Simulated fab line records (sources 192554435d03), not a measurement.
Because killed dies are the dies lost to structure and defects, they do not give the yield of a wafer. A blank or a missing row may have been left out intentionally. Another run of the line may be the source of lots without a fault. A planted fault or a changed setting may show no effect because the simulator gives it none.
fab line records ; flow n5Finfet ; part 1 of 2: steps 1 to 3 of 6
record: lots: 20; wafers: 60; lastDay: 22
route steps=1938 shown HKMG_FIN@401 GATE_CUT@467 MOL_CONTACT_COAG@539
lots with no fault: from the same line, run without faults
startH: the number of hours between the record's first day and the start of the first shown wafer of the lot ; waitH: hours from the lot's prior step to this one ; " the same as in the row above ; L1.1+2: one row covering several wafers at once ; - no value, or no start was given ; * or withheld: withheld ; < > ~ a bound
route shown NAME@n: a module of which the file shows steps, and the number in the route of the first ; usual: mean/standard deviation of fault-free wafers ; same: alike in all rows ; chamber/n: place in a boat ; sites: the reading at each site ; _std_site: how widely they spread, as a standard deviation ; _edge_site: outer sites' mean less inner sites' ; radiusMm: how far each site lies from the wafer's centre ; mask NAME#n: copy n ; behind: tool/chamber where the wafer was last shaped ; hold: the reason the lot was held/the length of the hold in hours/how it ended ; device: whichever transistor did not switch (one of n, p or np) ; end of line: at the end of the route, the tests of the same wafers ; a step given without rows: its recipe and nothing more ; killed: dies that structure and defects cost at the first sort, which is not the same as the wafer's yield ; map: the dies of a wafer, with x for killed, . for not killed, _ for no die there
set.NAME: the setting that was run; set.NAME@STEP: the one run at that earlier step ; model.NAME: the simulator's own value behind a step, which no gauge read
route steps across a sampled set of lots; one table per step, one row per wafer
services: a tool's chamber out of use, with start hour (startH, from the record's first day; less than 0 if before it), hours out, and reason
== steps ==
step: N5_HKMG_FIN_DESCUM_53
recipe: chemistry: O2; timeS: 7.9; sourcePowerW: 50; biasPowerW: 20; pressureMtorr: 20; rfFrequencyHz: 2.712e+07; tempC: 40; resist: CAR-ArF; o2FlowSccm: 225
usual: drypumpMotorCurrentA: 5.7/0.42; oesProductAu: 0.77/0.097; rfVppV: 243.3/1.5; showerheadPlenumPTorr: 2.10/0.082; throttleValvePct: 20.50/0.13
same: timeS: 7.9
lot.wafer;tool;chamber;startH;waitH;drypumpMotorCurrentA;oesProductAu;rfHoursCounterH;rfVppV;showerheadPlenumPTorr;throttleValvePct
L074.1;rieDiel-04;1;72.99;0.0;5.6;1.02;0;242.2;2.05;20.48
L074.3;rieDiel-04;0;72.99;0.0;6.1;0.70;219;241.5;1.98;20.53
L074.5;rieDiel-04;3;72.99;0.0;5.1;0.73;-;242.5;2.17;20.60
L075.2;rieDiel-05;2;82.52;0.1;5.8;0.73;189;244.6;2.16;20.74
L075.4;rieDiel-05;1;82.52;0.1;5.4;0.68;222;241.1;1.99;20.50
L075.5;rieDiel-05;0;82.52;0.1;6.3;0.69;-;241.5;2.15;20.71
L076.4;rieDiel-04;2;83.49;0.1;5.1;0.73;-;241.9;2.07;20.41
L076.5;rieDiel-04;0;83.49;0.1;6.1;0.70;-;241.9;1.98;20.53
L076.6;rieDiel-04;1;83.49;0.1;5.6;1.00;-;241.9;2.05;20.49
L078.4;rieDiel-02;0;95.51;0.0;5.6;0.73;165;242.4;2.00;20.33
L078.5;rieDiel-02;1;95.51;0.0;5.7;0.77;-;244.6;2.19;20.37
L078.6;rieDiel-02;0;95.51;0.0;5.6;0.74;-;242.4;2.00;20.32
L081.1;rieDiel-02;3;113.41;0.0;5.6;0.80;121;242.6;2.02;20.59
L081.2;rieDiel-02;2;113.41;0.0;5.7;0.83;73;244.5;2.20;20.44
L081.4;rieDiel-02;0;113.41;0.0;5.6;0.72;172;243.7;2.00;20.33
L082.1;rieDiel-05;2;122.72;0.0;5.8;0.70;203;244.3;2.16;20.75
L082.3;rieDiel-05;1;122.72;0.0;5.4;0.68;236;242.2;1.98;20.52
L082.6;rieDiel-05;2;122.72;0.0;5.8;0.71;-;244.9;2.16;20.76
L083.2;rieDiel-04;2;130.82;0.0;5.1;0.71;192;243.0;2.07;20.45
L083.3;rieDiel-04;0;130.82;0.0;6.1;0.69;241;240.2;1.97;20.57
L083.4;rieDiel-04;3;130.82;0.0;5.1;0.71;215;245.0;2.16;20.63
L084.4;rieDiel-05;1;133.22;0.0;5.4;0.68;-;242.1;1.98;20.53
L084.5;rieDiel-05;2;133.22;0.0;5.8;0.70;-;243.2;2.16;20.76
L084.6;rieDiel-05;3;133.22;0.0;6.6;0.71;-;245.0;2.18;20.56
L085.1;rieDiel-02;1;140.01;0.1;5.7;0.75;152;244.0;2.18;20.39
L085.2;rieDiel-02;0;140.01;0.1;5.6;0.71;181;242.1;2.00;20.34
L085.6;rieDiel-02;3;140.01;0.1;5.6;0.78;-;241.7;2.01;20.61
L086.3;rieDiel-05;3;145.66;0.0;6.6;0.71;178;244.6;2.18;20.55
L086.5;rieDiel-05;0;145.66;0.0;6.3;0.96;-;244.6;2.14;20.34
L086.6;rieDiel-05;1;145.66;0.0;5.4;0.68;-;240.4;1.98;20.56
L087.2;rieDiel-05;0;151.12;0.0;6.3;0.95;6;243.9;2.14;20.34
L087.4;rieDiel-05;3;151.12;0.0;6.6;0.71;181;244.4;2.18;20.57
L087.6;rieDiel-05;0;151.12;0.0;6.3;0.95;-;243.9;2.14;20.36
L088.2;rieDiel-02;2;155.90;0.2;5.6;0.82;89;245.2;2.20;20.48
L088.5;rieDiel-02;2;155.90;0.2;5.6;0.80;-;244.7;2.20;20.48
L088.6;rieDiel-02;3;155.90;0.2;5.7;0.77;-;242.8;2.01;20.61
L090.3;rieDiel-04;2;168.13;0.1;5.2;0.71;206;242.7;2.06;20.48
L090.5;rieDiel-04;1;168.13;0.1;5.6;0.92;-;242.0;2.04;20.54
L090.6;rieDiel-04;2;168.13;0.1;5.1;0.71;-;242.4;2.06;20.46
L091.1;rieDiel-04;3;172.53;0.0;5.1;0.70;232;242.9;2.16;20.62
L091.2;rieDiel-04;1;172.53;0.0;5.5;0.91;38;241.8;2.04;20.53
L091.3;rieDiel-04;2;172.53;0.0;5.2;0.70;208;242.6;2.06;20.47
L092.1;rieDiel-02;2;180.35;0.0;5.7;0.80;98;243.3;2.19;20.48
L092.2;rieDiel-02;0;180.35;0.0;5.6;0.72;193;242.4;1.99;20.38
L092.5;rieDiel-02;0;180.35;0.0;5.6;0.71;-;242.2;1.99;20.38
L093.1;rieDiel-04;1;184.43;0.0;5.5;0.89;43;242.0;2.04;20.56
L093.4;rieDiel-04;2;184.43;0.0;5.1;0.70;213;242.1;2.06;20.48
L093.5;rieDiel-04;3;184.43;0.0;5.1;0.70;-;243.8;2.16;20.67
L094.1;rieDiel-04;2;191.37;0.1;5.2;0.70;217;242.4;2.06;20.50
L094.5;rieDiel-04;0;191.37;0.1;6.1;0.98;-;245.5;2.23;20.24
L094.6;rieDiel-04;3;191.37;0.1;5.1;0.69;-;244.4;2.15;20.66
L095.4;rieDiel-04;3;198.85;0.0;5.2;0.69;245;245.2;2.15;20.67
L095.5;rieDiel-04;3;198.85;0.0;5.1;0.70;-;244.4;2.15;20.66
L095.6;rieDiel-04;2;198.85;0.0;5.2;0.69;-;243.9;2.06;20.49
L096.3;rieDiel-05;1;205.57;0.0;5.4;0.94;9;245.6;2.24;20.20
L096.4;rieDiel-05;3;205.57;0.0;6.6;0.70;200;243.6;2.17;20.62
L096.6;rieDiel-05;0;205.57;0.0;6.3;0.90;-;242.9;2.13;20.37
L097.3;rieDiel-05;3;215.24;0.0;6.6;0.69;204;242.2;2.17;20.61
L097.4;rieDiel-05;1;215.24;0.0;5.4;0.93;13;245.1;2.24;20.18
L097.5;rieDiel-05;1;215.24;0.0;5.4;0.93;-;246.1;2.24;20.18
step: N5_GATE_CUT_ETCHBACK_30
recipe: chemistry: Cl2/Ar; target: TiN; targetDepthA: 30; mode: isotropic; pressureMtorr: 10; icpW: 600; biasW: 60; Cl2_flow_sccm: 40; Ar_flow_sccm: 60
usual: drypumpMotorCurrentA: 5.7/0.34; heBacksideLeakSccm: 3.39/0.25; oesProductAu: 0.72/0.072; throttleValvePct: 20.87/0.094
lot.wafer;tool;chamber;startH;waitH;drypumpMotorCurrentA;heBacksideLeakSccm;oesProductAu;rfHoursCounterH;throttleValvePct
L074.1;rieMetal-02;1;81.35;0.1;5.7;3.22;0.63;118;20.97
L074.3;rieMetal-02;0;81.35;0.1;6.2;3.28;0.81;-;20.85
L074.5;rieMetal-02;1;81.35;0.1;5.7;3.28;0.64;-;20.98
L075.2;rieMetal-02;0;90.81;0.1;6.3;3.44;0.81;33;20.86
L075.4;rieMetal-02;1;90.81;0.1;5.7;3.26;0.63;-;20.98
L075.5;rieMetal-02;0;90.81;0.1;6.3;3.48;0.80;-;20.84
L076.4;rieMetal-03;1;91.54;0.0;5.4;5.78;0.84;-;20.86
L076.5;rieMetal-03;0;91.54;0.0;5.3;3.21;0.68;-;20.75
L076.6;rieMetal-03;1;91.54;0.0;5.5;3.33;0.83;-;20.89
L078.4;rieMetal-01;1;103.64;0.0;5.9;3.33;0.68;-;20.99
L078.5;rieMetal-01;1;103.64;0.0;5.9;3.48;0.68;-;21.00
L078.6;rieMetal-01;0;103.64;0.0;5.6;3.84;0.68;-;20.74
L081.1;rieMetal-03;0;121.91;0.1;5.3;3.14;0.69;75;20.76
L081.2;rieMetal-03;1;121.91;0.1;5.4;3.36;0.83;31;20.89
L081.4;rieMetal-03;0;121.91;0.1;5.3;3.46;0.69;-;20.75
L082.1;rieMetal-01;1;130.79;0.1;5.9;3.38;0.68;86;20.99
L082.3;rieMetal-01;1;130.79;0.1;5.9;3.19;0.68;-;20.99
L082.6;rieMetal-01;0;130.79;0.1;5.6;3.52;0.68;-;20.75
L083.2;rieMetal-03;1;139.32;0.1;5.5;3.36;0.82;34;20.89
L083.3;rieMetal-03;0;139.32;0.1;5.3;3.30;0.69;-;20.75
L083.4;rieMetal-03;1;139.32;0.1;5.4;3.38;0.82;-;20.88
L084.4;rieMetal-01;1;141.32;0.0;5.9;3.40;0.67;-;21.00
L084.5;rieMetal-01;1;141.32;0.0;5.9;3.42;0.67;-;21.01
L084.6;rieMetal-01;0;141.32;0.0;5.5;3.76;0.67;-;20.73
L085.1;rieMetal-01;0;148.33;0.1;5.6;3.71;0.68;92;20.76
L085.2;rieMetal-01;1;148.33;0.1;5.9;3.51;0.67;88;21.02
L085.6;rieMetal-01;0;148.33;0.1;5.6;4.10;0.67;-;20.75
L086.3;rieMetal-02;0;153.99;0.0;6.2;3.30;0.79;-;20.86
L086.5;rieMetal-02;1;153.99;0.0;5.7;3.55;0.63;-;21.00
L086.6;rieMetal-02;0;153.99;0.0;6.3;3.35;0.80;-;20.85
L087.2;rieMetal-02;1;159.73;0.1;5.7;3.30;0.63;123;20.98
L087.4;rieMetal-02;1;159.73;0.1;5.7;3.27;0.63;-;20.98
L087.6;rieMetal-02;0;159.73;0.1;6.2;3.40;0.79;-;20.85
L088.2;rieMetal-03;1;163.99;0.1;5.4;3.44;0.81;35;20.91
L088.5;rieMetal-03;1;163.99;0.1;5.4;3.49;0.81;-;20.90
L088.6;rieMetal-03;0;163.99;0.1;5.3;3.31;0.67;-;20.77
L090.3;rieMetal-03;0;176.51;0.0;5.4;3.27;0.68;-;20.77
L090.5;rieMetal-03;1;176.51;0.0;5.4;3.31;0.81;-;20.90
L090.6;rieMetal-03;0;176.51;0.0;5.4;3.31;0.67;-;20.77
L091.1;rieMetal-02;1;180.70;0.1;5.7;3.38;0.62;125;20.99
L091.2;rieMetal-02;0;180.70;0.1;6.3;3.34;0.79;39;20.88
L091.3;rieMetal-02;1;180.70;0.1;5.7;3.24;0.63;-;21.00
L092.1;rieMetal-02;1;188.73;0.1;5.7;3.31;0.62;126;21.01
L092.2;rieMetal-02;0;188.73;0.1;6.2;3.47;0.78;40;20.87
L092.5;rieMetal-02;1;188.73;0.1;5.7;3.34;0.62;-;20.99
L093.1;rieMetal-03;1;192.51;0.1;5.5;3.56;0.81;38;20.87
L093.4;rieMetal-03;1;192.51;0.1;5.4;3.38;0.81;-;20.89
L093.5;rieMetal-03;1;192.51;0.1;5.5;3.42;0.81;-;20.89
L094.1;rieMetal-01;1;199.63;0.1;5.9;3.52;0.66;91;21.02
L094.5;rieMetal-01;0;199.63;0.1;5.5;3.68;0.67;-;20.75
L094.6;rieMetal-01;1;199.63;0.1;5.9;3.36;0.66;-;21.03
L095.4;rieMetal-02;0;206.98;0.0;6.3;3.33;0.78;-;20.86
L095.5;rieMetal-02;1;206.98;0.0;5.7;3.25;0.62;-;21.00
L095.6;rieMetal-02;0;206.98;0.0;6.3;3.33;0.78;-;20.87
L096.3;rieMetal-02;0;214.02;0.1;6.3;3.34;0.77;-;20.86
L096.4;rieMetal-02;0;214.02;0.1;6.2;3.39;0.77;-;20.87
L096.6;rieMetal-02;0;214.02;0.1;6.2;3.34;0.77;-;20.87
L097.3;rieMetal-02;0;223.53;0.1;6.2;3.52;0.77;-;20.90
L097.4;rieMetal-02;0;223.53;0.1;6.3;3.42;0.77;-;20.89
L097.5;rieMetal-02;0;223.53;0.1;6.3;3.45;0.77;-;20.88
step: N5_GATE_CUT_DESCUM_18
recipe: chemistry: O2; timeS: 7; sourcePowerW: 50; biasPowerW: 20; pressureMtorr: 20; rfFrequencyHz: 2.712e+07; tempC: 40; resist: CAR-EUV; o2FlowSccm: 225
usual: drypumpMotorCurrentA: 5.9/0.38; oesProductAu: 0.81/0.092; rfVppV: 243.1/1.3; showerheadPlenumPTorr: 2.08/0.069; throttleValvePct: 20.42/0.18
same: timeS: 7
lot.wafer;tool;chamber;startH;waitH;drypumpMotorCurrentA;oesProductAu;rfHoursCounterH;rfVppV;showerheadPlenumPTorr;throttleValvePct
L074.1;rieDiel-03;3;84.87;0.0;6.2;0.85;67;243.2;2.03;20.14
L074.3;rieDiel-03;1;84.87;0.0;5.2;0.72;190;243.3;2.16;20.19
L074.5;rieDiel-03;2;84.87;0.0;5.9;0.89;-;243.9;2.13;20.30
L075.2;rieDiel-01;0;95.28;0.2;5.4;0.68;240;242.3;2.06;20.75
L075.4;rieDiel-01;0;95.28;0.2;5.4;0.69;-;242.1;2.06;20.73
L075.5;rieDiel-01;2;95.28;0.2;5.6;0.86;-;243.6;2.13;20.61
L076.4;rieDiel-01;2;97.29;0.0;5.7;0.86;46;244.3;2.13;20.60
L076.5;rieDiel-01;1;97.29;0.0;5.6;0.73;-;242.1;1.99;20.65
L076.6;rieDiel-01;2;97.29;0.0;5.7;0.86;-;244.7;2.13;20.61
L078.4;rieDiel-03;2;107.25;0.0;5.9;0.87;-;244.7;2.13;20.31
L078.5;rieDiel-03;0;107.25;0.0;6.0;0.92;-;243.0;2.06;20.57
L078.6;rieDiel-03;1;107.25;0.0;5.2;0.71;-;243.7;2.16;20.20
L081.1;rieDiel-06;0;125.84;0.0;6.5;0.79;126;243.6;2.20;20.39
L081.2;rieDiel-06;3;125.84;0.0;5.8;0.70;215;241.3;1.98;20.23
L081.4;rieDiel-06;2;125.84;0.0;5.5;0.82;-;243.5;2.12;20.33
L082.1;rieDiel-01;3;134.45;0.2;6.0;0.95;12;244.8;2.14;20.26
L082.3;rieDiel-01;2;134.45;0.2;5.7;0.84;59;242.7;2.13;20.61
L082.6;rieDiel-01;1;134.45;0.2;5.6;0.72;-;242.8;1.98;20.67
L083.2;rieDiel-06;3;142.78;0.0;5.8;0.70;222;242.5;1.98;20.24
L083.3;rieDiel-06;2;142.78;0.0;5.5;0.80;96;242.4;2.12;20.33
L083.4;rieDiel-06;0;142.78;0.0;6.5;0.77;133;244.3;2.19;20.40
L084.4;rieDiel-06;2;145.05;0.2;5.5;0.82;97;242.8;2.12;20.33
L084.5;rieDiel-06;3;145.05;0.2;5.8;0.70;-;241.7;1.98;20.27
L084.6;rieDiel-06;0;145.05;0.2;6.5;0.78;-;245.7;2.19;20.41
L085.1;rieDiel-01;0;151.88;0.0;5.4;0.97;3;242.4;2.06;20.37
L085.2;rieDiel-01;2;151.88;0.0;5.7;0.83;66;242.3;2.12;20.64
L085.6;rieDiel-01;0;151.88;0.0;5.4;0.97;-;244.4;2.06;20.35
L086.3;rieDiel-03;1;157.56;0.0;5.1;0.70;214;243.8;2.16;20.23
L086.5;rieDiel-03;0;157.56;0.0;6.0;0.89;-;242.4;2.06;20.60
L086.6;rieDiel-03;1;157.56;0.0;5.2;0.70;-;243.9;2.16;20.21
L087.2;rieDiel-06;3;163.28;0.1;5.8;0.70;227;240.8;1.98;20.25
L087.4;rieDiel-06;1;163.28;0.1;6.2;0.98;5;242.5;2.06;20.42
L087.6;rieDiel-06;1;163.28;0.1;6.3;0.98;-;241.8;2.06;20.43
L088.2;rieDiel-06;2;168.22;0.0;5.5;0.80;102;243.8;2.11;20.35
L088.5;rieDiel-06;0;168.22;0.0;6.5;0.77;-;245.3;2.19;20.41
L088.6;rieDiel-06;1;168.22;0.0;6.3;0.96;-;241.2;2.06;20.41
L090.3;rieDiel-01;1;180.93;0.2;5.6;0.71;236;241.4;1.98;20.70
L090.5;rieDiel-01;1;180.93;0.2;5.6;0.71;-;241.3;1.98;20.69
L090.6;rieDiel-01;2;180.93;0.2;5.7;0.82;-;244.4;2.12;20.64
L091.1;rieDiel-03;3;184.36;0.0;6.2;0.81;96;241.2;2.02;20.21
L091.2;rieDiel-03;2;184.36;0.0;5.9;0.84;53;243.7;2.12;20.37
L091.3;rieDiel-03;1;184.36;0.0;5.2;0.70;222;243.5;2.15;20.24
L092.1;rieDiel-06;3;192.48;0.2;5.8;0.68;236;241.6;1.97;20.28
L092.2;rieDiel-06;2;192.48;0.2;5.5;0.80;110;244.0;2.11;20.37
L092.5;rieDiel-06;2;192.48;0.2;5.5;0.79;-;243.0;2.11;20.35
L093.1;rieDiel-01;3;196.40;0.4;6.1;0.90;34;243.9;2.14;20.30
L093.4;rieDiel-01;1;196.40;0.4;5.6;0.71;242;241.5;1.98;20.71
L093.5;rieDiel-01;1;196.40;0.4;5.6;0.70;-;239.8;1.98;20.72
L094.1;rieDiel-01;1;203.31;0.1;5.6;0.71;245;241.1;1.97;20.70
L094.5;rieDiel-01;3;203.31;0.1;6.1;0.88;-;243.2;2.14;20.30
L094.6;rieDiel-01;0;203.31;0.1;5.4;0.91;-;242.2;2.05;20.37
L095.4;rieDiel-03;1;210.43;0.0;5.2;0.68;231;246.3;2.15;20.25
L095.5;rieDiel-03;0;210.43;0.0;6.0;0.85;-;243.8;2.05;20.63
L095.6;rieDiel-03;1;210.43;0.0;5.2;0.69;-;242.9;2.15;20.24
L096.3;rieDiel-03;0;217.75;0.0;6.0;0.85;50;242.1;2.05;20.64
L096.4;rieDiel-03;3;217.75;0.0;6.1;0.79;106;241.2;2.01;20.21
L096.6;rieDiel-03;0;217.75;0.0;6.0;0.86;-;243.5;2.05;20.64
L097.3;rieDiel-06;2;227.11;0.1;5.5;0.78;121;243.4;2.11;20.38
L097.4;rieDiel-06;1;227.11;0.1;6.3;0.90;27;241.9;2.05;20.45
L097.5;rieDiel-06;3;227.11;0.1;5.8;0.67;-;240.7;1.97;20.30
